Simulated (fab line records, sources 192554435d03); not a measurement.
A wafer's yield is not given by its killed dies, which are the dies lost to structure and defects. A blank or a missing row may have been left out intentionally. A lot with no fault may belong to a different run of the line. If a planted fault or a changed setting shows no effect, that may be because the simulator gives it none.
fab line records	flow n5_finfet
[record] lots = 24	wafers = 72	last_day = 19
route steps=1938 shown BEOL_M11@1558 BEOL_M12@1654
lots untouched by any fault: they come from a run of this same line in which no faults occurred
start_h: the number of hours between the record's first day and the start of the first shown wafer of the lot	wait_h: hours from the lot's prior step to this one	" same as the row above	L1.1+2: several wafers, shown together as one row	- no value, or no start was given	* or withheld: withheld	< > ~ a bound
route shown NAME@n: names a module that has steps shown in the file, with the first one's number in the route	usual: mean and standard deviation over wafers with no fault	same: alike in all rows	chamber/n: place in a boat	sites: the reading at each site	_std_site: standard deviation across them	_edge_site: outer sites' mean less inner sites'	radius_mm: for every site, how far away it sits from the centre of the wafer	mask NAME#n: copy n	behind: the last tool/chamber to shape the wafer	hold: cause of the lot's hold/its duration in hours/its outcome	device: transistor that didn't switch, given as n, p or np	end of line: tests of these same wafers at the route's end	a step with no rows: only its recipe	killed: the dies lost at the first sort to structure and to defects; this is not the yield of the wafer	map: dies across one wafer; x = killed, . = not, _ = none there
set.NAME: setting as actually run; set.NAME@STEP: the setting as run at that earlier step	model.NAME: the simulator's own value behind a step, which no gauge read
steps of the route over a sample of lots; a table a step, a row a wafer
services: when a tool's chamber went out of use (start_h, in hours from the record's first day, below 0 if earlier), for how many hours, and the reason
[[steps]]
[step N5_BEOL_M11_STRIP_19]
[recipe] chemistry = O2	power_w = 400	temp_c = 40	pressure_mtorr = 30	rf_frequency_hz = 6e+07	bias_power_w = 0	overash_fraction = 0.2	o2_flow_sccm = 225
[usual] drypump_motor_current_A = 5.8/0.59	oes_product_au = 0.77/0.066	rf_vpp_V = 3.7/0.6	showerhead_plenum_p_Torr = 2.07/0.062	throttle_valve_pct = 16.74/0.2
lot.wafer	tool	chamber	start_h	wait_h	drypump_motor_current_A	oes_product_au	rf_hours_counter_h	rf_vpp_V	showerhead_plenum_p_Torr	throttle_valve_pct
L076.2	rie_diel-02	1	271.61	0.1	6.4	0.73	187	4.8	2.16	16.41
L076.3	"	3	"	"	6.8	0.79	119	4.1	2.03	17.06
L076.5	"	1	"	"	6.4	0.73	-	3.9	2.16	16.41
L074.1	rie_diel-04	1	273.67	0.1	5.1	0.83	65	3.8	2.13	16.77
L074.3	"	3	"	"	5.6	0.75	153	4.2	2.02	16.87
L074.5	"	2	"	"	5.2	0.68	-	4.2	1.99	16.81
L075.1	rie_diel-04	3	273.85	0.1	5.6	0.77	153	3.7	2.02	16.86
L075.3	"	1	"	"	5.1	0.84	65	4.2	2.13	16.78
L075.6	"	0	"	"	6.0	0.88	-	4.5	2.04	16.54
L077.2	rie_diel-06	3	279.68	0.1	4.9	0.72	181	3.7	2.08	16.76
L077.4	"	0	"	"	6.5	0.88	40	4.4	2.14	16.55
L077.6	"	0	"	"	6.5	0.87	-	3.9	2.14	16.55
L078.1	rie_diel-04	1	287.91	0.1	5.1	0.84	69	4.4	2.13	16.78
L078.4	"	2	"	"	5.2	0.68	229	5.1	1.99	16.84
L078.6	"	3	"	"	5.6	0.77	-	4.2	2.02	16.88
L079.1	rie_diel-04	1	298.54	0.3	5.1	0.83	72	4.6	2.12	16.81
L079.2	"	0	"	"	6.0	0.87	66	4.7	2.04	16.57
L079.4	"	1	"	"	5.1	0.83	-	3.3	2.12	16.78
L081.2	rie_diel-04	1	300.67	0.1	5.1	0.82	73	3.7	2.12	16.78
L081.4	"	2	"	"	5.2	0.68	-	3.5	1.99	16.84
L081.6	"	1	"	"	5.1	0.82	-	2.1	2.12	16.78
L080.1	rie_diel-06	1	301.19	0.1	6.0	0.68	229	3.1	2.16	17.04
L080.3	"	2	"	"	5.6	0.74	172	4.1	1.99	16.81
L080.4	"	3	"	"	4.9	0.71	188	3.9	2.08	16.80
L085.2	rie_diel-04	2	311.35	0.1	5.2	0.67	236	3.5	1.99	16.88
L085.4	"	1	"	"	5.1	0.82	76	4.0	2.12	16.79
L085.6	"	1	"	"	5.1	0.82	-	3.1	2.12	16.78
L082.1	rie_diel-04	1	311.40	0.2	5.1	0.82	76	3.4	2.12	16.78
L082.4	"	0	"	"	6.0	0.86	70	3.8	2.04	16.57
L082.6	"	1	"	"	5.1	0.81	-	3.5	2.12	16.78
L083.1	rie_diel-06	1	316.63	0.1	6.0	0.68	234	4.0	2.16	17.06
L083.2	"	0	"	"	6.5	0.85	53	4.5	2.14	16.56
L083.5	"	1	"	"	6.0	0.68	-	3.8	2.15	17.07
L084.2	rie_diel-02	0	330.77	0.1	5.4	0.81	99	4.7	2.11	16.53
L084.4	"	3	"	"	6.8	0.76	137	2.9	2.02	17.10
L084.5	"	3	"	"	6.8	0.77	-	3.0	2.02	17.08
L087.3	rie_diel-02	1	336.94	0.1	6.4	0.70	207	3.0	2.16	16.45
L087.4	"	3	"	"	6.8	0.76	-	4.0	2.02	17.08
L087.5	"	0	"	"	5.4	0.80	-	2.9	2.11	16.53
L089.1	rie_diel-06	3	340.38	0.2	4.9	0.71	201	3.5	2.07	16.82
L089.2	"	1	"	"	6.0	0.67	240	3.7	2.15	17.07
L089.4	"	0	"	"	6.5	0.84	61	3.6	2.13	16.58
L086.2	rie_diel-02	0	340.63	0.1	5.3	0.80	102	3.6	2.11	16.54
L086.4	"	1	"	"	6.4	0.71	209	3.4	2.16	16.46
L086.5	"	0	"	"	5.4	0.80	-	3.6	2.11	16.53
L088.1	rie_diel-06	0	351.98	0.1	6.5	0.84	65	3.4	2.13	16.62
L088.2	"	1	"	"	6.0	0.66	244	4.1	2.15	17.07
L088.5	"	2	"	"	5.7	0.72	-	3.7	1.99	16.86
L090.1	rie_diel-04	3	353.63	0.1	5.6	0.75	175	3.4	2.01	16.87
L090.4	"	3	"	"	5.6	0.74	-	3.8	2.01	16.92
L090.6	"	0	"	"	6.0	0.84	-	4.1	2.04	16.61
L092.2	rie_diel-02	0	378.76	0.2	5.4	0.80	113	3.9	2.10	16.55
L092.3	"	3	"	"	6.8	0.76	152	3.3	2.02	17.11
L092.5	"	3	"	"	6.8	0.75	-	3.5	2.02	17.11
L091.1	rie_diel-02	0	378.91	0.1	5.4	0.80	114	3.4	2.10	16.57
L091.2	"	1	"	"	6.4	0.69	221	3.6	2.15	16.50
L091.4	"	2	"	"	6.5	0.75	131	4.4	2.02	16.64
L094.3	rie_diel-04	0	386.20	0.1	6.0	0.82	93	4.5	2.03	16.62
L094.4	"	2	"	"	5.2	0.98	5	4.4	2.24	16.48
L094.5	"	1	"	"	5.1	0.79	-	2.8	2.12	16.82
L095.1	rie_diel-02	1	387.31	0.1	6.4	0.69	223	2.9	2.15	16.48
L095.3	"	3	"	"	6.8	0.75	155	3.0	2.02	17.13
L095.4	"	2	"	"	6.5	0.75	134	4.5	2.02	16.63
L096.1	rie_diel-02	1	387.48	0.1	6.4	0.69	223	3.3	2.15	16.49
L096.3	"	0	"	"	5.4	0.80	116	3.2	2.10	16.55
L096.4	"	3	"	"	6.8	0.76	155	2.8	2.02	17.12
L093.2	rie_diel-06	0	389.32	0.1	6.5	0.83	76	3.9	2.13	16.62
L093.4	"	3	"	"	4.9	0.69	-	4.9	2.07	16.84
L093.6	"	0	"	"	6.4	0.83	-	3.2	2.13	16.61
L097.1	rie_diel-04	1	402.26	0.1	5.1	0.80	104	2.4	2.11	16.81
L097.3	"	3	"	"	5.6	0.73	189	3.4	2.01	16.91
L097.6	"	0	"	"	6.0	0.82	-	3.7	2.03	16.61
[step N5_BEOL_M11_CD_MEAS_18]
[recipe] pitch_nm = 140	target_cd_nm = 70
[usual] cd_nm = 69.6/0.7
lot.wafer	tool	chamber	start_h	wait_h	cd_nm
L076.2	cd_sem-02	-	271.68	0.1	69.6
L076.3	"	-	"	"	70.3
L076.5	"	-	"	"	68.8
L074.1	cd_sem-03	-	273.74	0.0	69.5
L074.3	"	-	"	"	69.9
L074.5	"	-	"	"	69.3
L075.1	cd_sem-02	-	273.92	0.0	69.4
L075.3	"	-	"	"	70.1
L075.6	"	-	"	"	69.9
L077.2	cd_sem-02	-	279.75	0.1	69.8
L077.4	"	-	"	"	69.7
L077.6	"	-	"	"	68.2
L078.1	cd_sem-03	-	287.98	0.0	69.4
L078.4	"	-	"	"	71.0
L078.6	"	-	"	"	69.3
L079.1	cd_sem-03	-	298.61	0.0	69.3
L079.2	"	-	"	"	69.2
L079.4	"	-	"	"	68.5
L081.2	cd_sem-01	-	300.74	0.1	69.1
L081.4	"	-	"	"	69.4
L081.6	"	-	"	"	68.6
L080.1	cd_sem-03	-	301.26	0.0	69.0
L080.3	"	-	"	"	70.4
L080.4	"	-	"	"	68.1
L085.2	cd_sem-03	-	311.42	0.1	69.2
L085.4	"	-	"	"	69.4
L085.6	"	-	"	"	70.7
L082.1	cd_sem-01	-	311.47	0.0	70.8
L082.4	"	-	"	"	70.7
L082.6	"	-	"	"	70.1
L083.1	cd_sem-02	-	316.70	0.1	70.4
L083.2	"	-	"	"	70.0
L083.5	"	-	"	"	68.4
L084.2	cd_sem-02	-	330.84	0.1	70.1
L084.4	"	-	"	"	69.9
L084.5	"	-	"	"	69.0
L087.3	cd_sem-03	-	337.02	0.1	69.0
L087.4	"	-	"	"	70.1
L087.5	"	-	"	"	68.8
L089.1	cd_sem-01	-	340.45	0.0	71.2
L089.2	"	-	"	"	69.8
L089.4	"	-	"	"	69.1
L086.2	cd_sem-02	-	340.70	0.1	70.3
L086.4	"	-	"	"	71.6
L086.5	"	-	"	"	69.7
L088.1	cd_sem-03	-	352.05	0.0	69.9
L088.2	"	-	"	"	69.7
L088.5	"	-	"	"	69.7
L090.1	cd_sem-01	-	353.70	0.0	69.0
L090.4	"	-	"	"	70.3
L090.6	"	-	"	"	71.3
L092.2	cd_sem-01	-	378.83	0.1	69.6
L092.3	"	-	"	"	69.4
L092.5	"	-	"	"	68.4
L091.1	cd_sem-03	-	378.98	0.0	70.9
L091.2	"	-	"	"	69.7
L091.4	"	-	"	"	70.5
L094.3	cd_sem-01	-	386.27	0.1	70.0
L094.4	"	-	"	"	68.8
L094.5	"	-	"	"	69.7
L095.1	cd_sem-01	-	387.38	0.0	70.1
L095.3	"	-	"	"	69.6
L095.4	"	-	"	"	69.7
L096.1	cd_sem-03	-	387.55	0.0	70.3
L096.3	"	-	"	"	68.2
L096.4	"	-	"	"	68.3
L093.2	cd_sem-02	-	389.40	0.1	69.5
L093.4	"	-	"	"	68.8
L093.6	"	-	"	"	70.2
L097.1	cd_sem-02	-	402.33	0.0	69.6
L097.3	"	-	"	"	69.2
L097.6	"	-	"	"	69.0
[step N5_BEOL_M11_CD_MEAS_28]
[recipe] target_cd_nm = 70	landing_energy_ev = 500	detector = se_inlens	polarity = opening
[usual] cd_nm = 69.9/1.1
lot.wafer	tool	chamber	start_h	wait_h	cd_nm
L076.2	cd_sem-01	0	271.96	-	71.1
L076.3	"	0	"	"	70.5
L076.5	"	0	"	"	71.6
L075.1	cd_sem-03	0	277.07	-	69.1
L075.3	"	0	"	"	70.1
L075.6	"	0	"	"	70.3
L074.1	cd_sem-03	0	277.24	-	68.7
L074.3	"	0	"	"	69.1
L074.5	"	0	"	"	69.6
L077.2	cd_sem-03	0	281.06	-	69.4
L077.4	"	0	"	"	71.0
L077.6	"	0	"	"	70.8
L078.1	cd_sem-02	0	288.54	-	70.6
L078.4	"	0	"	"	70.6
L078.6	"	0	"	"	70.3
L081.2	cd_sem-03	0	301.53	-	69.7
L081.4	"	0	"	"	70.1
L081.6	"	0	"	"	70.2
L079.1	cd_sem-01	0	301.69	-	69.0
L079.2	"	0	"	"	69.7
L079.4	"	0	"	"	67.7
L080.1	cd_sem-01	0	301.92	-	68.7
L080.3	"	0	"	"	68.6
L080.4	"	0	"	"	67.4
L085.2	cd_sem-02	0	314.47	-	70.9
L085.4	"	0	"	"	71.3
L085.6	"	0	"	"	71.1
L082.1	cd_sem-03	0	314.64	-	68.9
L082.4	"	0	"	"	68.6
L082.6	"	0	"	"	70.9
L083.1	cd_sem-02	0	320.52	-	71.1
L083.2	"	0	"	"	72.0
L083.5	"	0	"	"	71.2
L084.2	cd_sem-03	0	332.73	-	71.2
L084.4	"	0	"	"	69.5
L084.5	"	0	"	"	70.8
L087.3	cd_sem-02	0	338.35	-	71.5
L087.4	"	0	"	"	70.5
L087.5	"	0	"	"	70.6
L089.1	cd_sem-01	0	340.95	-	68.1
L089.2	"	0	"	"	68.4
L089.4	"	0	"	"	68.6
L086.2	cd_sem-03	0	341.22	-	70.0
L086.4	"	0	"	"	70.5
L086.5	"	0	"	"	70.2
L090.1	cd_sem-01	0	358.53	-	70.6
L090.4	"	0	"	"	69.7
L090.6	"	0	"	"	69.8
L088.1	cd_sem-01	0	358.70	-	69.5
L088.2	"	0	"	"	71.0
L088.5	"	0	"	"	70.4
L092.2	cd_sem-01	0	381.30	-	70.4
L092.3	"	0	"	"	70.9
L092.5	"	0	"	"	70.4
L091.1	cd_sem-01	0	381.47	-	68.1
L091.2	"	0	"	"	69.7
L091.4	"	0	"	"	68.9
L095.1	cd_sem-03	0	387.75	-	69.5
L095.3	"	0	"	"	69.5
L095.4	"	0	"	"	68.5
L094.3	cd_sem-01	0	387.92	-	68.0
L094.4	"	0	"	"	68.4
L094.5	"	0	"	"	69.4
L096.1	cd_sem-02	0	388.09	-	69.4
L096.3	"	0	"	"	68.8
L096.4	"	0	"	"	69.7
L093.2	cd_sem-03	0	389.68	-	71.0
L093.4	"	0	"	"	71.9
L093.6	"	0	"	"	72.5
L097.1	cd_sem-03	0	405.18	-	69.1
L097.3	"	0	"	"	70.6
L097.6	"	0	"	"	70.7
[step N5_BEOL_M11_ETCH_65]
[recipe] chemistry = CF4	target = SiARC	target_depth_a = 390	mask_material = CAR-ArF	time_s = 65	ion_energy_ev = 80	pressure_mtorr = 40	source_w = 545	bias_w = 36	Ar_flow_sccm = 100	cf4_flow_sccm = 100	ends = cleared
[usual] drypump_motor_current_A = 5.9/0.61	etch_rf_on_time_s = 65.2/2	oes_product_au = 0.66/0.057	rf_vpp_V = 183.9/1.1	showerhead_plenum_p_Torr = 2.12/0.058	throttle_valve_pct = 15.65/0.21
lot.wafer	tool	chamber	start_h	wait_h	drypump_motor_current_A	etch_rf_on_time_s	oes_product_au	rf_hours_counter_h	rf_vpp_V	showerhead_plenum_p_Torr	throttle_valve_pct
L076.2	rie_diel-04	1	272.09	0.0	5.1	63.1	0.72	64	185.6	2.15	15.62
L076.3	"	0	"	"	6.0	65.4	0.75	59	182.7	2.11	15.56
L076.5	"	1	"	"	5.1	63.3	0.73	-	184.6	2.15	15.63
L075.1	rie_diel-02	1	277.19	0.0	6.4	62.6	0.63	188	184.2	2.21	15.40
L075.3	"	2	"	"	6.5	67.5	0.65	100	183.6	2.08	15.47
L075.6	"	0	"	"	5.4	65.4	0.71	-	183.3	2.15	15.39
L074.1	rie_diel-04	1	277.51	0.0	5.1	63.0	0.72	66	183.8	2.15	15.60
L074.3	"	2	"	"	5.2	68.0	0.57	225	183.1	2.03	15.75
L074.5	"	1	"	"	5.1	62.9	0.73	-	184.0	2.15	15.61
L077.2	rie_diel-06	0	281.19	0.0	6.5	63.1	0.75	41	183.5	2.17	15.43
L077.4	"	1	"	"	6.0	66.8	0.59	222	185.7	2.20	16.01
L077.6	"	0	"	"	6.5	63.6	0.75	-	185.5	2.17	15.43
L078.1	rie_diel-06	1	288.66	0.0	6.0	66.3	0.59	225	185.2	2.20	15.99
L078.4	"	2	"	"	5.7	63.1	0.64	167	182.9	2.04	15.78
L078.6	"	3	"	"	4.9	68.4	0.60	-	184.0	2.13	15.78
L081.2	rie_diel-02	3	301.65	0.0	6.8	63.3	0.67	128	183.4	2.07	15.98
L081.4	"	2	"	"	6.5	68.0	0.65	109	181.8	2.07	15.48
L081.6	"	3	"	"	6.8	63.4	0.68	-	182.0	2.07	15.98
L079.1	rie_diel-06	0	301.83	0.0	6.4	63.0	0.73	48	184.4	2.17	15.45
L079.2	"	2	"	"	5.7	63.1	0.64	173	182.0	2.04	15.82
L079.4	"	3	"	"	4.9	68.3	0.60	189	182.5	2.13	15.79
L080.1	rie_diel-04	1	302.04	0.0	5.2	61.7	0.72	74	184.6	2.15	15.64
L080.3	"	0	"	"	6.0	64.5	0.74	68	184.0	2.10	15.59
L080.4	"	0	"	"	6.0	63.8	0.75	-	184.8	2.10	15.60
L085.2	rie_diel-02	3	314.59	0.0	6.8	64.4	0.67	132	183.6	2.07	15.97
L085.4	"	1	"	"	6.4	63.5	0.62	198	186.4	2.20	15.40
L085.6	"	0	"	"	5.4	65.0	0.71	-	185.9	2.14	15.38
L082.1	rie_diel-04	3	314.76	0.0	5.6	64.8	0.65	161	183.6	2.06	15.80
L082.4	"	2	"	"	5.2	68.5	0.56	237	183.0	2.02	15.78
L082.6	"	0	"	"	5.9	65.3	0.73	-	184.0	2.10	15.60
L083.1	rie_diel-02	1	320.94	0.0	6.4	63.8	0.62	201	184.8	2.20	15.43
L083.2	"	2	"	"	6.5	67.9	0.64	114	183.6	2.07	15.48
L083.5	"	0	"	"	5.4	65.3	0.70	-	184.1	2.14	15.40
L084.2	rie_diel-02	2	332.86	0.0	6.5	67.7	0.64	118	183.2	2.07	15.49
L084.4	"	1	"	"	6.4	62.6	0.62	206	185.2	2.20	15.41
L084.5	"	1	"	"	6.4	63.0	0.61	-	186.7	2.20	15.44
L087.3	rie_diel-06	3	338.47	0.0	4.9	68.5	0.59	200	182.7	2.13	15.81
L087.4	"	3	"	"	4.9	69.1	0.59	-	183.4	2.13	15.80
L087.5	"	0	"	"	6.5	63.4	0.71	-	184.7	2.17	15.45
L089.1	rie_diel-02	0	341.15	0.0	5.4	66.3	0.69	102	185.6	2.14	15.42
L089.2	"	1	"	"	6.4	63.2	0.62	209	183.0	2.20	15.45
L089.4	"	3	"	"	6.8	65.0	0.65	141	183.4	2.06	16.00
L086.2	rie_diel-04	3	341.34	0.0	5.6	64.6	0.64	170	183.6	2.06	15.84
L086.4	"	0	"	"	5.9	64.7	0.73	80	183.4	2.10	15.61
L086.5	"	2	"	"	5.2	68.0	0.57	-	182.4	2.02	15.79
L090.1	rie_diel-02	0	359.12	0.0	5.4	65.4	0.69	108	183.9	2.14	15.42
L090.4	"	1	"	"	6.4	62.6	0.62	215	185.8	2.20	15.44
L090.6	"	3	"	"	6.8	64.1	0.65	-	184.1	2.06	16.00
L088.1	rie_diel-06	0	359.21	0.0	6.5	63.1	0.71	67	184.0	2.16	15.47
L088.2	"	1	"	"	6.0	66.6	0.58	245	185.2	2.19	16.05
L088.5	"	1	"	"	6.0	66.4	0.57	-	184.9	2.19	16.02
L092.2	rie_diel-02	0	381.45	0.0	5.4	65.4	0.69	114	184.2	2.14	15.43
L092.3	"	1	"	"	6.4	63.6	0.60	221	184.9	2.20	15.46
L092.5	"	2	"	"	6.5	68.3	0.63	-	182.5	2.06	15.52
L091.1	rie_diel-06	3	381.59	0.0	4.9	69.4	0.58	213	182.3	2.12	15.83
L091.2	"	2	"	"	5.7	64.3	0.62	194	182.6	2.04	15.84
L091.4	"	2	"	"	5.7	65.0	0.62	-	183.3	2.04	15.85
L095.1	rie_diel-06	0	387.87	0.0	6.5	64.9	0.69	75	184.7	2.16	15.48
L095.3	"	3	"	"	4.9	69.7	0.57	215	182.4	2.12	15.83
L095.4	"	0	"	"	6.5	64.0	0.70	-	184.0	2.16	15.50
L094.3	rie_diel-04	1	388.04	0.0	5.1	62.5	0.69	99	182.9	2.14	15.68
L094.4	"	0	"	"	5.9	65.9	0.70	94	183.3	2.10	15.63
L094.5	"	0	"	"	6.0	65.6	0.71	-	183.5	2.09	15.63
L096.1	rie_diel-02	3	388.45	0.0	6.8	64.0	0.65	155	183.3	2.06	16.03
L096.3	"	0	"	"	5.4	65.2	0.67	117	183.8	2.14	15.45
L096.4	"	1	"	"	6.4	62.8	0.61	224	186.1	2.20	15.47
L093.2	rie_diel-02	1	389.80	0.0	6.4	63.1	0.61	225	185.8	2.20	15.48
L093.4	"	0	"	"	5.4	65.0	0.67	117	184.9	2.14	15.45
L093.6	"	2	"	"	6.5	68.2	0.63	-	183.2	2.06	15.51
L097.1	rie_diel-04	0	405.30	0.0	6.0	65.5	0.70	99	184.1	2.09	15.66
L097.3	"	1	"	"	5.1	63.0	0.69	104	184.3	2.14	15.70
L097.6	"	1	"	"	5.1	62.6	0.69	-	183.1	2.14	15.69
[step N5_BEOL_M11_DEGAS_44]
[recipe] ambient = vacuum	temp_c = 250	time_s = 60
[usual] heater_power_w = 318/37
lot.wafer	tool	chamber	start_h	wait_h	heater_power_w
L076.2	pvd_sputter-01	-	273.18	0.3	358
L076.3	"	-	"	"	301
L076.5	"	-	"	"	376
L075.1	pvd_sputter-02	-	278.17	0.3	304
L075.3	"	-	"	"	320
L075.6	"	-	"	"	317
L074.1	pvd_sputter-02	-	278.49	0.3	302
L074.3	"	-	"	"	346
L074.5	"	-	"	"	356
L077.2	pvd_sputter-03	-	282.18	0.2	298
L077.4	"	-	"	"	298
L077.6	"	-	"	"	302
L078.1	pvd_sputter-01	-	290.02	0.6	353
L078.4	"	-	"	"	374
L078.6	"	-	"	"	265
L081.2	pvd_sputter-03	-	302.90	0.5	306
L081.4	"	-	"	"	303
L081.6	"	-	"	"	307
L079.1	pvd_sputter-01	-	302.98	0.3	270
L079.2	"	-	"	"	299
L079.4	"	-	"	"	367
L080.1	pvd_sputter-01	-	303.28	0.3	266
L080.3	"	-	"	"	303
L080.4	"	-	"	"	363
L085.2	pvd_sputter-03	-	315.78	0.3	331
L085.4	"	-	"	"	301
L085.6	"	-	"	"	300
L082.1	pvd_sputter-02	-	316.49	0.6	295
L082.4	"	-	"	"	258
L082.6	"	-	"	"	310
L083.1	pvd_sputter-01	-	322.13	0.5	264
L083.2	"	-	"	"	387
L083.5	"	-	"	"	384
L084.2	pvd_sputter-03	-	334.39	0.5	314
L084.4	"	-	"	"	341
L084.5	"	-	"	"	298
L087.3	pvd_sputter-01	-	339.63	0.3	360
L087.4	"	-	"	"	256
L087.5	"	-	"	"	370
L089.1	pvd_sputter-01	-	342.78	0.9	270
L089.2	"	-	"	"	384
L089.4	"	-	"	"	294
L086.2	pvd_sputter-03	-	342.96	0.7	304
L086.4	"	-	"	"	319
L086.5	"	-	"	"	331
L090.1	pvd_sputter-03	-	362.18	2.4	335
L090.4	"	-	"	"	300
L090.6	"	-	"	"	333
L088.1	pvd_sputter-02	-	362.18	2.1	316
L088.2	"	-	"	"	350
L088.5	"	-	"	"	297
L092.2	pvd_sputter-03	-	382.53	0.3	306
L092.3	"	-	"	"	341
L092.5	"	-	"	"	299
L091.1	pvd_sputter-03	-	382.89	0.6	299
L091.2	"	-	"	"	326
L091.4	"	-	"	"	344
L095.1	pvd_sputter-02	-	388.91	0.3	317
L095.3	"	-	"	"	348
L095.4	"	-	"	"	295
L094.3	pvd_sputter-01	-	389.21	0.4	382
L094.4	"	-	"	"	300
L094.5	"	-	"	"	360
L096.1	pvd_sputter-01	-	389.81	0.7	261
L096.3	"	-	"	"	306
L096.4	"	-	"	"	384
L093.2	pvd_sputter-01	-	391.11	0.5	392
L093.4	"	-	"	"	253
L093.6	"	-	"	"	374
L097.1	pvd_sputter-01	-	406.47	0.3	262
L097.3	"	-	"	"	357
L097.6	"	-	"	"	306
[step N5_BEOL_M12_THK_MEAS_50]
[recipe] thk_meas_gauge = xrf	reads = Cu_of_BEOL_M12_ECD_47
[usual] M12_THK = 321/4.9
lot.wafer	tool	chamber	start_h	wait_h	M12_THK[nm]
L076.2	film_metro-01	-	282.81	-	325
L076.3	"	-	"	"	325
L076.5	"	-	"	"	326
L075.1	film_metro-02	-	284.55	-	328
L075.3	"	-	"	"	331
L075.6	"	-	"	"	331
L074.1	film_metro-02	-	285.76	-	325
L074.3	"	-	"	"	328
L074.5	"	-	"	"	326
L077.2	film_metro-01	-	289.22	-	319
L077.4	"	-	"	"	320
L077.6	"	-	"	"	317
L078.1	film_metro-01	-	297.13	-	313
L078.4	"	-	"	"	321
L078.6	"	-	"	"	312
L081.2	film_metro-01	-	310.90	-	321
L081.4	"	-	"	"	322
L081.6	"	-	"	"	324
L079.1	film_metro-02	-	313.10	-	322
L079.2	"	-	"	"	326
L079.4	"	-	"	"	325
L080.1	film_metro-01	-	313.16	-	323
L080.3	"	-	"	"	327
L080.4	"	-	"	"	325
L085.2	film_metro-02	-	325.68	-	322
L085.4	"	-	"	"	323
L085.6	"	-	"	"	321
L082.1	film_metro-01	-	326.44	-	321
L082.4	"	-	"	"	320
L082.6	"	-	"	"	321
L083.1	film_metro-02	-	331.31	-	323
L083.2	"	-	"	"	317
L083.5	"	-	"	"	321
L084.2	film_metro-01	-	340.26	-	314
L084.4	"	-	"	"	318
L084.5	"	-	"	"	316
L087.3	film_metro-01	-	345.51	-	317
L087.4	"	-	"	"	317
L087.5	"	-	"	"	312
L089.1	film_metro-01	-	350.03	-	312
L089.2	"	-	"	"	313
L089.4	"	-	"	"	314
L086.2	film_metro-01	-	351.33	-	321
L086.4	"	-	"	"	324
L086.5	"	-	"	"	321
L090.1	film_metro-02	-	370.41	-	329
L090.4	"	-	"	"	332
L090.6	"	-	"	"	326
L088.1	film_metro-02	-	370.69	-	321
L088.2	"	-	"	"	326
L088.5	"	-	"	"	324
L092.2	film_metro-01	-	389.84	-	317
L092.3	"	-	"	"	320
L092.5	"	-	"	"	317
L091.1	film_metro-01	-	390.08	-	323
L091.2	"	-	"	"	325
L091.4	"	-	"	"	316
L095.1	film_metro-01	-	395.72	-	318
L095.3	"	-	"	"	325
L095.4	"	-	"	"	323
L094.3	film_metro-02	-	397.22	-	322
L094.4	"	-	"	"	323
L094.5	"	-	"	"	321
L096.1	film_metro-01	-	398.23	-	314
L096.3	"	-	"	"	313
L096.4	"	-	"	"	316
L093.2	film_metro-01	-	398.70	-	318
L093.4	"	-	"	"	316
L093.6	"	-	"	"	319
L097.1	film_metro-01	-	415.00	-	318
L097.3	"	-	"	"	318
L097.6	"	-	"	"	321
[[services]]
tool	chamber	start_h	hours	kind
rie_diel-06	3	296.14	2.1	repair
rie_diel-02	2	333.65	4.7	repair
rie_diel-04	2	352.44	-	clean
rie_diel-04	2	352.44	-	consumable_replace:focus_ring
rie_diel-04	2	352.44	-	consumable_replace:showerhead
pvd_sputter-03	-	353.36	1.1	repair
pvd_sputter-03	-	355.01	3.2	repair
rie_diel-06	1	373.44	-	clean
rie_diel-06	1	373.44	-	consumable_replace:focus_ring
rie_diel-06	1	373.44	28.9	scheduled_down
rie_diel-06	1	373.44	28.9	vent_cycle
[[key]]
fault none
